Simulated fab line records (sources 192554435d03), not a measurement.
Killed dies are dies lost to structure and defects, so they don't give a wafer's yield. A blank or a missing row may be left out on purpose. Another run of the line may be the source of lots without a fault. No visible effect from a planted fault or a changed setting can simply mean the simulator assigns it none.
fab line records ; flow n5_finfet
record lots=13; wafers=39; last_day=18
route steps=1938 shown HKMG_FIN@434 BEOL_M4@1111
lots that met no fault: from a run of the same line without faults
start_h: hours from the record's first day to the start of the lot's first wafer shown ; wait_h: hours elapsed since this lot's preceding step ; " identical to the entry in the row above ; L1.1+2: a single row standing in for several wafers ; - no value, or no start was given ; * or withheld: withheld ; < > ~ a bound
route shown NAME@n: NAME is a module with steps in the file, n the number in the route of the first one ; usual: mean and standard deviation over wafers with no fault ; same: alike in all rows ; chamber/n: place in a boat ; sites: readings site by site ; _std_site: how widely they spread, as a standard deviation ; _edge_site: mean of outer sites minus mean of inner sites ; radius_mm: for every site, how far away it sits from the centre of the wafer ; mask NAME#n: copy n ; behind: the tool/chamber that last shaped the wafer ; hold: cause of the lot's hold/its duration in hours/its outcome ; device: the n, p or np transistor that did not switch ; end of line: at the end of the route, the tests of the same wafers ; a step with no rows: only its recipe ; killed: at the first sort, the dies lost to defects and structure; wafer yield is something else ; map: a wafer's dies, marking killed ones x, the rest . and places with no die _
set.NAME: the run value of the setting; set.NAME@STEP: its run value at that earlier step ; model.NAME: the simulator's own value behind a step, which no gauge read
one table for each step of the route and one row for each wafer, over a sample of lots
services: when a tool's chamber went out of use (start_h, in hours from the record's first day, below 0 if earlier), for how many hours, and the reason
## steps
# step N5_HKMG_FIN_ETCH_31
# recipe chemistry=CF4; target=SiARC; target_depth_a=455; mask_material=CAR-ArF; time_s=75.8; ion_energy_ev=80; pressure_mtorr=40; source_w=545; bias_w=36; Ar_flow_sccm=100; cf4_flow_sccm=100; ends=cleared
# usual drypump_motor_current_A=5.7/0.47; etch_rf_on_time_s=76.3/1.8; oes_product_au=0.64/0.055; rf_vpp_V=183.8/1.3; showerhead_plenum_p_Torr=2.12/0.085; throttle_valve_pct=15.73/0.18
lot.wafer;tool;chamber;start_h;wait_h;drypump_motor_current_A;etch_rf_on_time_s;oes_product_au;rf_hours_counter_h;rf_vpp_V;showerhead_plenum_p_Torr;throttle_valve_pct
L521.1;rie_diel-05;0;80.27;0.0;5.3;76.3;0.67;118;183.6;1.99;15.75
L521.3;rie_diel-05;3;80.27;0.0;5.2;76.2;0.64;166;184.9;2.14;15.63
L521.6;rie_diel-05;2;80.27;0.0;5.4;78.3;0.60;-;181.9;2.04;15.66
L522.1;rie_diel-06;2;87.28;0.0;5.5;72.7;0.63;183;182.5;2.04;15.63
L522.4;rie_diel-06;0;87.28;0.0;6.1;78.1;0.67;111;184.3;2.23;15.51
L522.5;rie_diel-06;1;87.28;0.0;5.8;73.5;0.64;-;183.4;2.14;15.95
L523.2;rie_diel-05;0;89.44;0.0;5.3;76.2;0.67;121;183.5;1.98;15.75
L523.3;rie_diel-05;1;89.44;0.0;6.6;74.8;0.59;233;183.1;2.04;16.06
L523.6;rie_diel-05;2;89.44;0.0;5.4;78.3;0.59;-;182.4;2.04;15.64
L525.1;rie_diel-01;3;106.94;0.0;5.3;77.1;0.62;191;184.7;2.13;15.59
L525.2;rie_diel-01;0;106.94;0.0;5.4;76.7;0.71;53;184.3;2.17;15.31
L525.6;rie_diel-01;0;106.94;0.0;5.4;77.4;0.71;-;185.0;2.17;15.30
L527.2;rie_diel-05;3;114.99;0.0;5.1;77.8;0.63;179;183.3;2.14;15.66
L527.3;rie_diel-05;0;114.99;0.0;5.3;77.4;0.66;131;180.9;1.98;15.78
L527.4;rie_diel-05;1;114.99;0.0;6.6;75.9;0.58;242;184.1;2.04;16.07
L529.2;rie_diel-05;1;126.80;0.0;6.6;75.2;0.58;246;181.2;2.04;16.08
L529.3;rie_diel-05;0;126.80;0.0;5.3;77.2;0.66;135;183.7;1.98;15.81
L529.6;rie_diel-05;0;126.80;0.0;5.3;76.4;0.66;-;181.8;1.98;15.79
L530.3;rie_diel-01;0;130.21;0.0;5.4;76.6;0.70;63;185.3;2.16;15.31
L530.4;rie_diel-01;1;130.21;0.0;6.1;77.1;0.62;177;182.9;2.14;15.91
L530.5;rie_diel-01;0;130.21;0.0;5.5;76.5;0.70;-;183.2;2.16;15.33
L532.2;rie_diel-05;0;144.83;0.0;5.3;76.1;0.66;142;181.0;1.98;15.79
L532.5;rie_diel-05;0;144.83;0.0;5.3;76.8;0.66;-;183.7;1.98;15.84
L532.6;rie_diel-05;3;144.83;0.0;5.1;76.5;0.62;-;183.1;2.14;15.67
L533.1;rie_diel-06;2;148.88;0.0;5.6;73.8;0.61;200;182.6;2.04;15.67
L533.2;rie_diel-06;1;148.88;0.0;5.8;74.5;0.63;226;183.8;2.13;16.01
L533.5;rie_diel-06;0;148.88;0.0;6.0;80.1;0.66;-;185.4;2.23;15.55
L534.2;rie_diel-05;1;153.91;0.0;6.6;73.6;0.87;1;184.8;2.29;15.60
L534.4;rie_diel-05;0;153.91;0.0;5.3;77.1;0.65;146;182.0;1.98;15.81
L534.6;rie_diel-05;2;153.91;0.0;5.5;78.2;0.58;-;180.8;2.03;15.68
L536.2;rie_diel-06;2;168.46;0.0;5.6;73.3;0.61;208;181.2;2.04;15.67
L536.4;rie_diel-06;1;168.46;0.0;5.7;73.4;0.62;236;182.0;2.13;16.02
L536.6;rie_diel-06;1;168.46;0.0;5.7;73.1;0.62;-;184.9;2.13;16.00
L543.1;rie_diel-01;2;209.49;0.0;6.4;75.2;0.58;241;185.8;2.19;15.68
L543.4;rie_diel-01;3;209.49;0.0;5.3;77.6;0.60;228;183.8;2.12;15.67
L543.5;rie_diel-01;1;209.49;0.0;6.1;78.4;0.60;-;183.7;2.13;15.94
L544.1;rie_diel-05;1;214.20;0.0;6.6;72.4;0.82;23;184.3;2.29;15.65
L544.4;rie_diel-05;3;214.20;0.0;5.1;75.1;0.62;-;183.1;2.13;15.74
L544.6;rie_diel-05;0;214.20;0.0;5.3;76.1;0.63;-;182.3;1.97;15.88
# step N5_HKMG_FIN_ETCH_35
# recipe chemistry=N2/H2; target=SOC; target_depth_a=2158; ion_energy_ev=65; bias_w=5; source_w=3000; time_s=243.4; pressure_mtorr=30; n2_flow_sccm=200; h2_flow_sccm=200
# usual drypump_motor_current_A=5.7/0.47; oes_product_au=0.74/0.063; rf_vpp_V=141.1/1.3; showerhead_plenum_p_Torr=2.51/0.1; throttle_valve_pct=17.96/0.23
lot.wafer;tool;chamber;start_h;wait_h;drypump_motor_current_A;oes_product_au;rf_hours_counter_h;rf_vpp_V;showerhead_plenum_p_Torr;throttle_valve_pct
L521.1;rie_diel-05;0;80.54;0.0;5.3;0.78;118;140.2;2.37;18.16
L521.3;rie_diel-05;3;80.54;0.0;5.1;0.74;166;140.8;2.51;17.72
L521.6;rie_diel-05;2;80.54;0.0;5.5;0.70;-;139.6;2.42;17.84
L522.1;rie_diel-06;2;87.55;0.0;5.6;0.73;184;140.3;2.42;17.89
L522.4;rie_diel-06;0;87.55;0.0;6.0;0.78;112;142.5;2.66;17.85
L522.5;rie_diel-06;1;87.55;0.0;5.7;0.74;-;140.6;2.53;18.28
L523.2;rie_diel-05;0;89.71;0.0;5.3;0.78;121;139.1;2.37;18.16
L523.3;rie_diel-05;1;89.71;0.0;6.6;0.70;233;140.2;2.43;18.33
L523.6;rie_diel-05;2;89.71;0.0;5.5;0.70;-;140.4;2.41;17.85
L525.1;rie_diel-01;3;107.20;0.0;5.3;0.74;191;140.9;2.54;17.83
L525.2;rie_diel-01;0;107.20;0.0;5.4;0.82;54;142.1;2.58;17.56
L525.6;rie_diel-01;0;107.20;0.0;5.5;0.83;-;141.9;2.58;17.57
L527.2;rie_diel-05;3;115.25;0.0;5.1;0.74;180;140.3;2.51;17.73
L527.3;rie_diel-05;0;115.25;0.0;5.3;0.78;131;140.8;2.36;18.18
L527.4;rie_diel-05;1;115.25;0.0;6.6;0.68;242;141.5;2.42;18.35
L529.2;rie_diel-05;1;127.07;0.0;6.6;0.68;246;140.1;2.42;18.36
L529.3;rie_diel-05;0;127.07;0.0;5.3;0.77;135;140.0;2.36;18.18
L529.6;rie_diel-05;0;127.07;0.0;5.3;0.76;-;139.8;2.36;18.20
L530.3;rie_diel-01;0;130.47;0.0;5.5;0.81;63;142.7;2.58;17.60
L530.4;rie_diel-01;1;130.47;0.0;6.1;0.72;177;141.1;2.54;18.15
L530.5;rie_diel-01;0;130.47;0.0;5.5;0.81;-;142.5;2.58;17.59
L532.2;rie_diel-05;0;145.10;0.0;5.3;0.76;142;140.6;2.36;18.19
L532.5;rie_diel-05;0;145.10;0.0;5.3;0.76;-;139.1;2.36;18.19
L532.6;rie_diel-05;3;145.10;0.0;5.1;0.73;-;141.2;2.50;17.77
L533.1;rie_diel-06;2;149.14;0.0;5.6;0.72;200;140.0;2.42;17.92
L533.2;rie_diel-06;1;149.14;0.0;5.8;0.73;227;142.1;2.52;18.33
L533.5;rie_diel-06;0;149.14;0.0;6.0;0.76;-;142.6;2.65;17.87
L534.2;rie_diel-05;1;154.18;0.0;6.6;1.02;1;142.8;2.74;17.97
L534.4;rie_diel-05;0;154.18;0.0;5.3;0.76;146;139.8;2.36;18.21
L534.6;rie_diel-05;2;154.18;0.0;5.5;0.68;-;139.5;2.41;17.90
L536.2;rie_diel-06;2;168.72;0.0;5.6;1.00;208;141.0;2.41;17.99
L536.4;rie_diel-06;1;168.72;0.0;5.8;0.72;236;141.9;2.52;18.34
L536.6;rie_diel-06;1;168.72;0.0;5.8;0.72;-;139.6;2.52;18.34
L543.1;rie_diel-01;2;209.76;0.0;6.4;0.67;241;142.3;2.61;17.76
L543.4;rie_diel-01;3;209.76;0.0;5.3;0.70;229;140.9;2.52;17.91
L543.5;rie_diel-01;1;209.76;0.0;6.2;0.69;-;141.1;2.53;18.20
L544.1;rie_diel-05;1;214.46;0.0;6.6;0.95;24;143.9;2.73;18.00
L544.4;rie_diel-05;3;214.46;0.0;5.1;0.71;-;141.7;2.49;17.82
L544.6;rie_diel-05;0;214.46;0.0;5.3;0.75;-;139.5;2.35;18.24
# step N5_HKMG_FIN_ALD_91
# recipe material=TiN; target_thk_a=10; temp_c=400; ald_precursor_family=TiCl4; ald_co_reactant=NH3; pulse_time_s=1; purge_time_s=3; co_reactant_purge_time_s=2; co_reactant_pulse_time_s=2; ald_cycles=47; pressure_torr=3
# usual heater_power_w=844/91; precursor_pulse_height_rel=1.001/0.019
# same purge_time_s=3
lot.wafer;tool;chamber;start_h;wait_h;heater_power_w;precursor_pulse_height_rel
L521.1;ald_metal-03;2;81.22;0.3;896;1.019
L521.3;ald_metal-03;3;81.22;0.3;964;1.018
L521.6;ald_metal-03;0;81.22;0.3;849;0.992
L522.1;ald_metal-03;2;88.22;0.3;925;0.991
L522.4;ald_metal-03;0;88.22;0.3;845;1.021
L522.5;ald_metal-03;3;88.22;0.3;940;1.013
L523.2;ald_metal-01;3;90.39;0.3;803;1.004
L523.3;ald_metal-01;0;90.39;0.3;890;0.996
L523.6;ald_metal-01;3;90.39;0.3;817;1.001
L525.1;ald_metal-03;3;107.88;0.3;946;0.998
L525.2;ald_metal-03;2;107.88;0.3;927;1.026
L525.6;ald_metal-03;0;107.88;0.3;826;1.003
L527.2;ald_metal-03;3;115.93;0.3;926;1.037
L527.3;ald_metal-03;2;115.93;0.3;921;0.978
L527.4;ald_metal-03;0;115.93;0.3;837;0.976
L529.2;ald_metal-02;3;127.75;0.3;969;0.978
L529.3;ald_metal-02;1;127.75;0.3;951;1.018
L529.6;ald_metal-02;0;127.75;0.3;763;1.008
L530.3;ald_metal-01;3;131.15;0.1;805;1.012
L530.4;ald_metal-01;2;131.15;0.1;725;1.032
L530.5;ald_metal-01;0;131.15;0.1;876;1.007
L532.2;ald_metal-01;1;145.77;0.3;729;1.022
L532.5;ald_metal-01;0;145.77;0.3;903;1.008
L532.6;ald_metal-01;1;145.77;0.3;721;1.000
L533.1;ald_metal-01;0;149.82;0.3;931;0.999
L533.2;ald_metal-01;1;149.82;0.3;714;1.005
L533.5;ald_metal-01;1;149.82;0.3;729;0.973
L534.2;ald_metal-02;1;154.86;0.3;972;1.002
L534.4;ald_metal-02;2;154.86;0.3;803;0.988
L534.6;ald_metal-02;0;154.86;0.3;760;0.988
L536.2;ald_metal-01;3;169.43;0.3;814;0.995
L536.4;ald_metal-01;2;169.43;0.3;721;0.980
L536.6;ald_metal-01;2;169.43;0.3;703;1.001
L543.1;ald_metal-02;1;210.60;0.3;949;1.022
L543.4;ald_metal-02;2;210.60;0.3;813;1.000
L543.5;ald_metal-02;3;210.60;0.3;994;0.978
L544.1;ald_metal-01;3;215.14;0.3;803;0.990
L544.4;ald_metal-01;1;215.14;0.3;733;1.011
L544.6;ald_metal-01;1;215.14;0.3;705;1.003
# step N5_HKMG_FIN_NWFM_ALD_20
# recipe material=TiAlC; target_thk_a=20; temp_c=300; ald_precursor_family=TiCl4; ald_co_reactant=TEA; pulse_time_s=3; purge_time_s=2; co_reactant_purge_time_s=2; co_reactant_pulse_time_s=10; ald_cycles=7; pressure_torr=3
# usual heater_power_w=479/52; precursor_pulse_height_rel=1.000/0.021
# same purge_time_s=2
lot.wafer;tool;chamber;start_h;wait_h;heater_power_w;precursor_pulse_height_rel
L521.1;ald_metal-01;0;82.19;0.3;505;1.000
L521.3;ald_metal-01;1;82.19;0.3;406;0.986
L521.6;ald_metal-01;1;82.19;0.3;414;0.992
L522.1;ald_metal-01;3;89.20;0.3;450;1.034
L522.4;ald_metal-01;1;89.20;0.3;399;1.004
L522.5;ald_metal-01;1;89.20;0.3;403;1.038
L523.2;ald_metal-02;3;91.36;0.3;542;1.029
L523.3;ald_metal-02;0;91.36;0.3;425;1.023
L523.6;ald_metal-02;2;91.36;0.3;435;1.008
L525.1;ald_metal-01;2;108.85;0.3;395;0.967
L525.2;ald_metal-01;0;108.85;0.3;506;1.015
L525.6;ald_metal-01;1;108.85;0.3;404;1.024
L527.2;ald_metal-02;0;116.98;0.3;414;0.956
L527.3;ald_metal-02;1;116.98;0.3;540;0.989
L527.4;ald_metal-02;2;116.98;0.3;446;0.973
L529.2;ald_metal-01;2;128.72;0.3;398;1.016
L529.3;ald_metal-01;1;128.72;0.3;407;0.996
L529.6;ald_metal-01;1;128.72;0.3;396;1.016
L530.3;ald_metal-03;2;132.12;0.1;517;1.015
L530.4;ald_metal-03;3;132.12;0.1;526;0.981
L530.5;ald_metal-03;2;132.12;0.1;532;1.010
L532.2;ald_metal-01;0;146.75;0.3;500;0.962
L532.5;ald_metal-01;1;146.75;0.3;404;0.992
L532.6;ald_metal-01;0;146.75;0.3;493;0.998
L533.1;ald_metal-03;0;150.79;0.3;483;0.993
L533.2;ald_metal-03;3;150.79;0.3;528;0.978
L533.5;ald_metal-03;2;150.79;0.3;523;1.036
L534.2;ald_metal-01;2;155.83;0.3;400;1.009
L534.4;ald_metal-01;0;155.83;0.3;500;1.007
L534.6;ald_metal-01;3;155.83;0.3;450;0.992
L536.2;ald_metal-03;1;170.40;0.3;525;0.985
L536.4;ald_metal-03;0;170.40;0.3;472;0.981
L536.6;ald_metal-03;2;170.40;0.3;526;1.005
L543.1;ald_metal-01;3;211.62;0.3;446;0.989
L543.4;ald_metal-01;1;211.62;0.3;400;1.019
L543.5;ald_metal-01;1;211.62;0.3;399;0.990
L544.1;ald_metal-03;0;216.24;0.3;458;1.015
L544.4;ald_metal-03;3;216.24;0.3;530;1.008
L544.6;ald_metal-03;2;216.24;0.3;509;1.014
# step N5_BEOL_M4_RC_MEAS_101
# usual DIBL_N=35.9/1.4; DIBL_P=35.9/1.7; EOT_N=10.54/0.11; EOT_P=10.50/0.1; IGATE_N=0.0122/0.0018; IGATE_P=0.0036/0.00054; IOFF_N=0.160/0.026; IOFF_P=0.21/0.036; ION_N=672/11; ION_P=461/8.1; SS_N=71.4/0.54; SS_P=73.2/0.67; VT_N=249.3/2.7; VT_P=-250/3.9
lot.wafer;tool;chamber;start_h;wait_h;DIBL_N[mV/V];DIBL_P[mV/V];EOT_N;EOT_P;IGATE_N[nA/um];IGATE_P[nA/um];IOFF_N[nA/um];IOFF_P[nA/um];ION_N[uA/um];ION_P[uA/um];SS_N[mV/dec];SS_P[mV/dec];VT_N[mV];VT_P[mV]
L521.1;prober-01;0;161.63;0.0;35.5;35.6;10.54;10.46;0.0127;0.0037;0.172;0.26;685;473;71.3;73.5;250.0;-243
L521.3;prober-01;0;161.63;0.0;34.1;33.7;10.60;10.53;0.0113;0.0033;0.148;0.23;678;478;71.3;73.0;248.9;-246
L521.6;prober-01;0;161.63;0.0;34.8;34.4;10.67;10.58;0.0105;0.0031;0.159;0.24;681;474;71.0;72.9;248.9;-244
L522.1;prober-01;0;172.90;0.0;34.3;33.6;10.59;10.69;0.0081;0.0024;0.129;0.19;660;462;71.6;72.8;250.5;-248
L522.4;prober-01;0;172.90;0.0;38.8;39.7;10.63;10.51;0.0105;0.0032;0.233;0.29;687;468;72.8;74.8;243.2;-244
L522.5;prober-01;0;172.90;0.0;36.5;35.2;10.36;10.31;0.0133;0.0040;0.155;0.22;672;457;72.1;73.3;251.0;-247
L523.2;prober-01;0;192.44;0.2;34.8;34.6;10.51;10.50;0.0110;0.0034;0.127;0.20;660;460;71.4;71.7;253.8;-248
L523.3;prober-01;0;192.44;0.2;36.4;37.3;10.52;10.53;0.0118;0.0037;0.172;0.26;683;474;71.5;73.3;250.2;-246
L523.6;prober-01;0;192.44;0.2;32.5;32.9;10.50;10.51;0.0123;0.0038;0.114;0.19;669;470;70.7;72.3;250.5;-247
L527.2;prober-01;0;197.59;0.2;35.8;37.4;10.37;10.40;0.0151;0.0046;0.168;0.24;689;473;71.4;73.3;248.0;-249
L527.3;prober-01;0;197.59;0.2;37.2;38.3;10.49;10.40;0.0117;0.0036;0.183;0.24;681;463;71.7;73.6;246.9;-247
L527.4;prober-01;0;197.59;0.2;35.4;36.6;10.40;10.40;0.0136;0.0041;0.158;0.21;666;459;70.7;73.8;249.3;-252
L525.1;prober-02;0;204.42;0.0;37.0;38.7;10.56;10.48;0.0104;0.0031;0.187;0.24;680;455;72.2;74.2;246.1;-249
L525.2;prober-02;0;204.42;0.0;35.1;36.5;10.45;10.38;0.0131;0.0040;0.160;0.20;680;468;71.6;73.1;248.8;-253
L525.6;prober-02;0;204.42;0.0;34.3;35.6;10.50;10.47;0.0111;0.0033;0.139;0.18;673;459;71.5;73.1;249.6;-255
L530.3;prober-02;0;221.33;0.3;35.6;34.3;10.66;10.55;0.0112;0.0034;0.140;0.19;666;456;71.3;72.4;253.3;-252
L530.4;prober-02;0;221.33;0.3;35.7;35.1;10.62;10.64;0.0098;0.0030;0.142;0.19;663;457;70.9;72.9;251.2;-250
L530.5;prober-02;0;221.33;0.3;36.2;34.6;10.67;10.42;0.0137;0.0041;0.146;0.19;670;462;71.1;72.4;250.4;-250
L529.2;prober-02;0;222.69;0.2;36.4;37.4;10.59;10.44;0.0139;0.0041;0.167;0.19;688;457;70.5;74.0;249.1;-254
L529.3;prober-02;0;222.69;0.2;34.8;35.2;10.45;10.50;0.0138;0.0040;0.132;0.16;673;456;71.3;73.0;249.8;-256
L529.6;prober-02;0;222.69;0.2;36.5;36.9;10.45;10.44;0.0146;0.0043;0.172;0.20;679;463;70.6;73.3;248.2;-251
L532.2;prober-01;0;232.21;0.2;35.7;36.3;10.70;10.59;0.0098;0.0030;0.153;0.19;676;455;70.7;74.0;248.6;-255
L532.5;prober-01;0;232.21;0.2;32.5;31.9;10.62;10.67;0.0103;0.0031;0.104;0.14;658;448;70.6;72.7;258.3;-257
L532.6;prober-01;0;232.21;0.2;36.7;37.0;10.53;10.46;0.0123;0.0037;0.161;0.20;663;452;71.4;74.8;250.6;-255
L533.1;prober-02;0;250.04;0.0;38.3;39.4;10.58;10.50;0.0118;0.0035;0.204;0.25;676;464;72.0;73.9;243.8;-250
L533.2;prober-02;0;250.04;0.0;35.8;36.3;10.40;10.36;0.0162;0.0048;0.158;0.20;686;466;71.6;72.9;248.7;-250
L533.5;prober-02;0;250.04;0.0;36.1;36.8;10.56;10.40;0.0138;0.0041;0.169;0.21;687;463;71.7;72.5;245.5;-251
L534.2;prober-01;0;250.47;0.2;37.2;37.7;10.62;10.65;0.0091;0.0027;0.182;0.26;679;476;71.4;73.8;245.9;-247
L534.4;prober-01;0;250.47;0.2;33.9;32.7;10.57;10.72;0.0096;0.0029;0.125;0.18;672;458;71.0;72.8;253.8;-249
L534.6;prober-01;0;250.47;0.2;36.1;35.5;10.64;10.64;0.0098;0.0029;0.163;0.21;674;461;71.4;73.1;249.0;-250
L536.2;prober-02;0;255.08;0.2;33.7;34.0;9.86;9.82;0.0802;0.0236;0.123;0.15;663;460;70.8;72.9;250.7;-256
L536.4;prober-02;0;255.08;0.2;34.5;34.6;10.37;10.41;0.0133;0.0039;0.142;0.16;669;453;70.9;73.3;250.4;-254
L536.6;prober-02;0;255.08;0.2;34.4;35.7;10.26;10.26;0.0175;0.0051;0.152;0.17;681;458;71.0;72.9;247.1;-254
L543.1;prober-01;0;309.69;0.0;36.2;37.0;10.70;10.69;0.0096;0.0029;0.186;0.23;670;458;72.1;73.9;245.1;-248
L543.4;prober-01;0;309.69;0.0;35.4;37.1;10.45;10.47;0.0130;0.0039;0.171;0.22;690;465;71.6;74.4;248.0;-250
L543.5;prober-01;0;309.69;0.0;34.2;34.5;10.55;10.47;0.0126;0.0038;0.136;0.18;660;451;71.1;72.8;251.7;-253
L544.1;prober-02;0;316.26;0.0;36.1;36.2;10.38;10.44;0.0122;0.0037;0.149;0.18;665;456;71.0;72.9;252.6;-253
L544.4;prober-02;0;316.26;0.0;35.0;35.4;10.39;10.30;0.0158;0.0047;0.136;0.17;678;459;70.9;73.7;253.1;-255
L544.6;prober-02;0;316.26;0.0;38.2;39.4;10.38;10.34;0.0133;0.0040;0.190;0.24;675;462;71.5;74.2;249.5;-248
## services
tool;chamber;start_h;hours;kind
ald_metal-03;1;79.55;26.7;repair
ald_metal-02;1;109.06;5.2;repair
ald_metal-01;-;109.58;6.0;pm
ald_metal-03;-;119.73;7.3;repair
ald_metal-02;-;128.34;8.7;pm
rie_diel-06;2;130.51;8.3;repair
rie_diel-05;1;139.24;-;clean
rie_diel-05;1;139.24;-;consumable_replace:focus_ring
rie_diel-05;1;139.24;-;consumable_replace:showerhead
rie_diel-05;1;139.24;12.1;scheduled_down
rie_diel-05;1;139.24;12.1;vent_cycle
ald_metal-02;-;155.10;2.8;pm
rie_diel-06;3;159.99;6.8;repair
ald_metal-01;-;197.32;8.7;pm
rie_diel-05;2;204.27;-;clean
rie_diel-05;2;204.27;-;consumable_replace:focus_ring
rie_diel-05;2;204.27;-;consumable_replace:showerhead
rie_diel-05;2;204.27;26.8;scheduled_down
rie_diel-05;2;204.27;26.8;vent_cycle
rie_diel-06;1;211.69;-;clean
rie_diel-06;1;211.69;-;consumable_replace:focus_ring
rie_diel-06;1;211.69;15.6;scheduled_down
rie_diel-06;1;211.69;15.6;vent_cycle
## key
first_sign step=N5_HKMG_FIN_ETCH_35; reading=oes_product_au; direction=up; sigmas=4.1; usual=0.74; struck=1.00
effect step=N5_BEOL_M4_RC_MEAS_101; reading=IGATE_P; direction=up; sigmas=37; usual=0.0036; struck=0.0236
effect step=N5_BEOL_M4_RC_MEAS_101; reading=IGATE_N; direction=up; sigmas=37; usual=0.0122; struck=0.0802
effect step=N5_BEOL_M4_RC_MEAS_101; reading=EOT_P; direction=down; sigmas=6.7; usual=10.50; struck=9.82
effect step=N5_BEOL_M4_RC_MEAS_101; reading=EOT_N; direction=down; sigmas=6.4; usual=10.54; struck=9.86
met_at N5_HKMG_FIN_ETCH_35
struck_lots L536
struck_wafers L536.2
sort_left_out L536.2
not_acting_at N5_HKMG_FIN_ETCH_31,N5_HKMG_FIN_ALD_91,N5_HKMG_FIN_NWFM_ALD_20
onset_between 149.14 168.72
fault kind=process_parameter_drift; tool=rie_diel-06; chamber=-; onset_h=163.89; steps=N5_HKMG_FIN_ETCH_35; channel=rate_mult; offset=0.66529; shape=step; end_h=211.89; scope=struck_wafers_only
# sort_left_out: the simulated sort isn't trusted on such a fault, so these wafers' sort isn't shown, and their yield isn't known
